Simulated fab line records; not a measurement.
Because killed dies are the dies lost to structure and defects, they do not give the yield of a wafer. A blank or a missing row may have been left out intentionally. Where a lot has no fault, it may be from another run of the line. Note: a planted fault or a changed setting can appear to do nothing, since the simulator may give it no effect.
Which of the tools did it?    flow nand harc    12 lots (36 wafers sampled), 1 step of a 1302-step route

== WHAT THE GAUGES SHOWED, per wafer ==
NHARC_P_ZERO_WELL_CD_MEAS_11 targets a cd of 500 nm.
lot   measured      on         cd nm (nm)
L075  day 2 07:14   cd sem-03  498.4 497.9 498.8
L077  day 3 03:16   cd sem-01  496.8 497.2 498.9
L079  day 3 23:15   cd sem-03  498.6 497.3 499.9
L081  day 4 19:14   cd sem-01  501.1 498.9 498.2
L083  day 5 15:16   cd sem-03  496.2 499.7 496.8
L085  day 6 11:14   cd sem-02  497.6 498.6 496.0
L087  day 7 07:07   cd sem-01  498.6 501.7 501.8
L089  day 8 03:14   cd sem-02  502.6 501.0 498.9
L091  day 8 23:19   cd sem-02  500.5 497.6 497.3
L093  day 9 19:14   cd sem-03  497.4 499.9 501.2
L095  day 10 15:15  cd sem-02  501.4 498.4 501.9
L097  day 11 11:15  cd sem-03  503.0 501.6 498.1

== EACH LOT AND THE TOOL THAT RAN IT (in order: tool; ch and the chambers of the sampled wafers; start) ==
Before these readings, the record contains no process step.

== THE ANSWER, worked out from the rows above alone ==
Rule: the lots themselves supply what counts as usual. Put in order of their means at a reading, lots are off if they are a third of the lots or fewer, leave a main group of 4 or more, and stand apart from it by a gap of 3 or more times the standard deviation of the main group's means; of several such gaps the widest counts. Not used: any main group whose means are identical at the precision the tables above print for the reading. A lot without any number at a reading at which 4 lots or more have one is off too. Any other lot the step has rows for is counted as sound.
No lot is off on any of the readings shown, so nothing can be concluded from this.

== WHAT WAS PUT IN BY THE SIMULATOR ==
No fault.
